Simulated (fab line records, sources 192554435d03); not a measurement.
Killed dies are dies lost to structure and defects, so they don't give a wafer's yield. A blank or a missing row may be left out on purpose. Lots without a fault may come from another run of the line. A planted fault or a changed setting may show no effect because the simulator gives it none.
Chamber matching | flow n5_finfet | N5_BEOL_M8_ALD_77 on ald_metal-02: 4 sister chambers
The step deposits TaN, target thk 2 nm, pulse time 2 s, purge time 3 s. 4 wafers are shown with their chamber, then 8 later ones without.

WAFERS WITH THEIR CHAMBER
wafer  | chamber | heater_power_w (W)
L086.1 | 0       | 501
L086.4 | 3       | 460
L086.5 | 2       | 463
L090.1 | 1       | 422

WAFERS WITHOUT THEIR CHAMBER
wafer  | heater_power_w (W)
L090.5 | 458
L090.6 | 451
L093.2 | 464
L093.3 | 450
L093.4 | 498
L096.2 | 477
L096.4 | 472
L096.6 | 468

WHICH CHAMBER EACH WENT THROUGH
wafer  | from the rows above          | in truth
L090.5 | can't be placed: 3 or 2      | 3
L090.6 | can't be placed: 3 or 2      | 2
L093.2 | can't be placed: 2 or 3      | 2
L093.3 | can't be placed: 3 or 2      | 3
L093.4 | 0                            | 0
L096.2 | can't be placed: 2 or 3 or 0 | 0
L096.4 | can't be placed: 2 or 3      | 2
L096.6 | can't be placed: 2 or 3      | 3
Placed correctly: 1 of 8. Can't be placed from these rows: 7 (the true chamber is among the candidates in 7). Placed wrongly: 0.
How it was worked out, from the rows above alone: a wafer's distance from a chamber is the root of the sum, over the readings, of the square of ((its reading less the chamber's mean) divided by the reading's scatter). The wafer belongs to the nearest chamber; if the next one is less than 2 further off, it can't be placed. A chamber's mean is the mean of its shown wafers. The scatter: with one shown wafer a chamber, the root of the mean of the squares of how far each hidden wafer lies from its nearest shown one.
